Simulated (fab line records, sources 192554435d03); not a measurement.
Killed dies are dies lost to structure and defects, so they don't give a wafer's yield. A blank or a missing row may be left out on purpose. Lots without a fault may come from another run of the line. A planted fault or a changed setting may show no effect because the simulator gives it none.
fab line records | flow n5_finfet
record lots=7 wafers=21
route steps=1938 shown BEOL_M14@1743 PASSIVATION@1910
start_h: hours from the record's first day to the start of the lot's first wafer shown | wait_h: hours since the lot's step before | " the same as in the row above | L1.1+2: a row that stands for several wafers | - no value, or no start given | * or withheld: withheld | < > ~ a bound
route shown NAME@n: a module of which the file shows steps, and the number in the route of the first | usual: mean/standard deviation of fault-free wafers | same: alike in all rows | chamber/n: place in a boat | sites: the reading at each site | _std_site: their standard deviation | _edge_site: outer sites' mean less inner sites' | radius_mm: how far each site lies from the wafer's centre | mask NAME#n: copy n | behind: the tool/chamber that last shaped the wafer | hold: why the lot was held/for how many hours/how that ended | device: the transistor (n, p or np) that didn't switch | end of line: the same wafers' tests at the end of the route | a step without rows: its recipe alone | killed: dies lost to structure and defects at the first sort, not the wafer's yield | map: a wafer's dies, x killed, . not, _ none there
set.NAME: the setting as run; set.NAME@STEP: as run at that earlier step | model.NAME: the simulator's own value behind a step, which no gauge read
lots whose settings were changed on purpose; a table a step, a row a wafer
## steps
# step N5_BEOL_M14_PEB_26
# recipe peb_temp_c=130 peb_time_s=90
# columns lot.wafer tool chamber start_h wait_h set.peb_temp_c
L075.1+3 litho_track-02 0 313.91 0.1 130
L075.4 " 0 " " 127.1
L080.2 litho_track-03 0 344.10 0.0 130
L080.4+6 " 0 " " 127
L088.1+3 litho_track-05 0 387.80 0.1 133.5
L088.4 " 0 " " 130
L090.3+4 litho_track-02 0 400.09 0.0 130
L090.6 " 0 " " 133.2
L091.3+5+6 litho_track-02 0 405.63 0.0 130
L093.2+3+6 litho_track-05 0 408.64 0.0 129.1
L095.2+3+5 litho_track-02 0 456.61 0.0 130
# step N5_BEOL_M14_DEVELOP_27
# recipe develop_time_s=45 rinse_liquid=diw dry=air_spin dev_temp_c=21
# step N5_BEOL_M14_HARDBAKE_32
# recipe temp_c=130 time_s=120
# step N5_BEOL_M14_CD_MEAS_28
# recipe target_cd_nm=284.4 landing_energy_ev=500 detector=se_inlens
# usual cd_nm=284.9/1.1
# columns lot.wafer tool chamber start_h wait_h set.peb_temp_c@BEOL_M14_PEB_26 cd_nm
L075.1 cd_sem-01 0 314.02 - 130 285.6
L075.3 " 0 " " 130 285.4
L075.4 " 0 " " 127.1 270.7
L080.2 cd_sem-03 0 344.21 - 130 285.2
L080.4 " 0 " " 127 267.9
L080.6 " 0 " " 127 268.4
L088.1 cd_sem-03 0 387.92 - 133.5 299.1
L088.3 " 0 " " 133.5 297.5
L088.4 " 0 " " 130 283.6
L090.3 cd_sem-03 0 400.21 - 130 283.9
L090.4 " 0 " " 130 285.6
L090.6 " 0 " " 133.2 298.1
L091.3 cd_sem-03 0 405.75 - 130 286.8
L091.5 " 0 " " 130 285.9
L091.6 " 0 " " 130 285.5
L093.2 cd_sem-03 0 408.75 - 129.1 281.0
L093.3 " 0 " " 129.1 282.6
L093.6 " 0 " " 129.1 282.1
L095.2 cd_sem-02 0 456.73 - 130 284.6
L095.3 " 0 " " 130 284.8
L095.5 " 0 " " 130 285.2
# step N5_BEOL_M14_DESCUM_33
# recipe chemistry=O2 time_s=7.9 source_power_w=50 bias_power_w=20 pressure_mtorr=20 rf_frequency_hz=2.712e+07 temp_c=40 o2_flow_sccm=225
# columns lot.wafer tool chamber start_h wait_h set.peb_temp_c@BEOL_M14_PEB_26 model.BEOL_M14.cd_nm
L075.1+3 rie_diel-02 1,2 314.11 0.0 130 285.4
L075.4 " 0 " " 127.1 270.6
L080.2 rie_diel-05 1 344.30 0.0 130 285
L080.4 " 0 " " 127 267.6
L080.6 " 3 " " 127 268.6
L088.1 rie_diel-04 2 388.01 0.0 133.5 298.8
L088.3 " 1 " " 133.5 297.8
L088.4 " 0 " " 130 283.6
L090.3 rie_diel-02 2 400.32 0.1 130 283.8
L090.4 " 0 " " 130 285.6
L090.6 " 3 " " 133.2 298.2
L091.3 rie_diel-02 0 405.83 0.0 130 286.8
L091.5 " 3 " " 130 285.6
L091.6 " 2 " " 130 285.4
L093.2 rie_diel-02 3 408.84 0.0 129.1 281.2
L093.3 " 0 " " 129.1 282.8
L093.6 " 3 " " 129.1 282.2
L095.2 rie_diel-04 2 456.94 0.2 130 284.6
L095.3 " 3 " " 130 285
L095.5 " 0 " " 130 285.4
# step N5_BEOL_M14_ETCH_67
# recipe chemistry=CF4 target=SiARC target_depth_a=1430 time_s=238.3 ion_energy_ev=80 pressure_mtorr=40 source_w=545 bias_w=36 Ar_flow_sccm=100 cf4_flow_sccm=100 ends=cleared
# step N5_BEOL_M14_ETCH_68
# recipe chemistry=N2/H2 target=SOC mask_material=SiARC source_w=3000 bias_w=350 temp_c=40 time_s=450 ion_energy_ev=200 pressure_mtorr=30 n2_flow_sccm=200 h2_flow_sccm=200
# columns lot.wafer tool chamber start_h wait_h set.peb_temp_c@BEOL_M14_PEB_26 model.BEOL_M14.cd_nm
L075.1 rie_diel-02 1 314.29 0.1 130 280.4
L075.3 " 2 " " 130 279.6
L075.4 " 0 " " 127.1 267
L080.2 rie_diel-05 1 344.48 0.1 130 281.6
L080.4 " 0 " " 127 264
L080.6 " 3 " " 127 263.2
L088.1 rie_diel-04 2 388.19 0.1 133.5 294.6
L088.3 " 1 " " 133.5 293.4
L088.4 " 0 " " 130 279
L090.3 rie_diel-02 2 400.50 0.1 130 278.6
L090.4 " 0 " " 130 281.4
L090.6 " 3 " " 133.2 294.6
L091.3 rie_diel-02 0 406.01 0.1 130 281.8
L091.5 " 3 " " 130 281.2
L091.6 " 2 " " 130 280.6
L093.2+3+6 rie_diel-02 3,0,3 409.02 0.1 129.1 277.4
L095.2 rie_diel-04 2 457.12 0.1 130 279.8
L095.3 " 3 " " 130 281.8
L095.5 " 0 " " 130 282.2
# step N5_BEOL_M14_SPUTTER_43
# recipe material=TaN target_thk_a=150 temp_c=50 bias_v=168.6 power_w=15000 chamber_pressure_pa=0.12 time_s=24.19
# columns lot.wafer tool chamber start_h wait_h set.power_w model.TaN_of_BEOL_M14_SPUTTER_43.thk_nm
L075.1+4 pvd_sputter-01 - 317.59 0.0 16820 16.4
L075.3 " - " " 15000 14.8
L080.2 pvd_sputter-03 - 347.91 0.0 15000 15
L080.4 " - " " 17560 17.6
L080.6 " - " " 15000 15.2
L088.1+4 pvd_sputter-03 - 390.75 0.0 13540 13.4
L088.3 " - " " 15000 15
L090.3 pvd_sputter-03 - 401.63 0.0 15000 15.2
L090.4 " - " " 15000 15
L090.6 " - " " 16030 16.2
L091.3+5 pvd_sputter-03 - 409.09 0.0 15000 14.8
L091.6 " - " " 15000 14.6
L093.2 pvd_sputter-01 - 412.98 0.0 15000 15
L093.3+6 " - " " 17010 16.8
L095.2+5 pvd_sputter-01 - 458.87 0.0 15000 15
L095.3 " - " " 15000 15.2
# step N5_BEOL_M14_SPUTTER_44
# recipe material=Ta target_thk_a=150 temp_c=50 bias_v=80 power_w=15000 chamber_pressure_pa=0.07 time_s=24.19
# columns lot.wafer tool chamber start_h wait_h set.time_s model.Ta_of_BEOL_M14_SPUTTER_44.thk_nm
L075.1+3+4 pvd_sputter-01 - 317.67 0.0 23.16 14.6
L080.2+4 pvd_sputter-03 - 347.99 0.0 21.07 13
L080.6 " - " " 24.19 14.8
L088.1+4 pvd_sputter-03 - 390.83 0.0 24.19 14.8
L088.3 " - " " 21.64 13.4
L090.3+6 pvd_sputter-03 - 401.71 0.0 24.19 15
L090.4 " - " " 24.19 14.8
L091.3+5 pvd_sputter-03 - 409.17 0.0 24.19 14.8
L091.6 " - " " 24.19 15
L093.2+6 pvd_sputter-01 - 413.06 0.0 24.19 14.8
L093.3 " - " " 25.57 15.8
L095.2+5 pvd_sputter-01 - 458.95 0.0 24.19 15
L095.3 " - " " 24.19 15.2
# step N5_PASSIVATION_ETCH_59
# recipe chemistry=Cl2/BCl3 target=TaN target_depth_a=650 time_s=34.9 ion_energy_ev=100 pressure_mtorr=10 icp_w=900 bias_w=100 Cl2_flow_sccm=60 bcl3_flow_sccm=30
# columns lot.wafer tool chamber start_h wait_h set.time_s model.etch.depth_nm
L075.1 rie_metal-02 1 337.26 0.3 34.9 66.47
L075.3 " 0 " " 34.9 66.1
L075.4 " 1 " " 34.9 66.55
L080.2 rie_metal-01 1 371.58 0.3 34.9 65.73
L080.4 " 0 " " 32.59 60.27
L080.6 " 0 " " 32.59 60.48
L088.1 rie_metal-03 1 407.55 0.3 34.9 66.31
L088.3 " 0 " " 34.9 65.86
L088.4 " 1 " " 34.9 65.55
L090.3 rie_metal-01 1 421.12 0.2 34.9 66.82
L090.4 " 0 " " 38.35 70.85
L090.6 " 1 " " 38.35 72.86
L091.3 rie_metal-03 1 426.87 0.2 34.9 66.84
L091.5 " 1 " " 34.9 66.48
L091.6 " 0 " " 34.9 65.4
L093.2 rie_metal-02 0 430.75 0.3 34.9 65.47
L093.3 " 0 " " 32.77 61.87
L093.6 " 1 " " 32.77 62.42
L095.2 rie_metal-01 0 477.90 0.3 34.9 64.27
L095.3 " 0 " " 34.9 64.47
L095.5 " 1 " " 34.9 66.46
# step N5_PASSIVATION_PECVD_53
# recipe material=SiO2 target_thk_a=8000 temp_c=400 precursor=TEOS/O2 pressure_torr=6.5 rf_w=withheld teos_flow_sccm=withheld gas=O2 flow_sccm=2650 time_s=169.4
# columns lot.wafer tool chamber start_h wait_h set.temp_c model.SiO2_of_PASSIVATION_PECVD_53.thk_nm
L075.1 pecvd-01 1 337.88 0.0 400 771
L075.3 " 2 " " 400 809.6
L075.4 " 1 " " 400 791.2
L080.2 pecvd-03 1 372.20 0.0 383 868.4
L080.4 " 2 " " 400 805.8
L080.6 " 0 " " 383 889.8
L088.1 pecvd-03 2 408.16 0.0 400 787.8
L088.3 " 1 " " 400 782.8
L088.4 " 1 " " 400 784.8
L090.3 pecvd-01 1 421.70 0.0 400 764.4
L090.4 " 2 " " 414 725.6
L090.6 " 1 " " 414 700.2
L091.3 pecvd-03 0 427.46 0.0 400 800.4
L091.5 " 2 " " 400 807.8
L091.6 " 0 " " 400 811.4
L093.2 pecvd-04 0 431.37 0.0 400 794.2
L093.3 " 2 " " 392.1 837.6
L093.6 " 2 " " 400 796.8
L095.2 pecvd-01 1 478.52 0.0 400 780
L095.3 " 0 " " 411.1 730
L095.5 " 2 " " 411.1 743.6
## key
split step=N5_BEOL_M14_PEB_26 setting=peb_temp_c stated=130 by=wafer
response step=N5_BEOL_M14_CD_MEAS_28 reading=cd_nm change=+6.13 per=1% r=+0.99
response step=N5_BEOL_M14_DESCUM_33 reading=model.BEOL_M14.cd_nm change=+6.13 per=1% r=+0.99
response step=N5_BEOL_M14_ETCH_68 reading=model.BEOL_M14.cd_nm change=+6.22 per=1% r=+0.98
split step=N5_BEOL_M14_SPUTTER_43 setting=power_w stated=15000 by=wafer
response step=N5_BEOL_M14_SPUTTER_43 reading=model.TaN_of_BEOL_M14_SPUTTER_43.thk_nm change=+0.144 per=1% r=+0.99
split step=N5_BEOL_M14_SPUTTER_44 setting=time_s stated=24.19 by=wafer
response step=N5_BEOL_M14_SPUTTER_44 reading=model.Ta_of_BEOL_M14_SPUTTER_44.thk_nm change=+0.141 per=1% r=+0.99
split step=N5_PASSIVATION_ETCH_59 setting=time_s stated=34.9 by=wafer
response step=N5_PASSIVATION_ETCH_59 reading=model.etch.depth_nm change=+0.59 per=1% r=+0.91
split step=N5_PASSIVATION_PECVD_53 setting=temp_c stated=400 by=wafer
response step=N5_PASSIVATION_PECVD_53 reading=model.SiO2_of_PASSIVATION_PECVD_53.thk_nm change=-16.6 per=1% r=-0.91
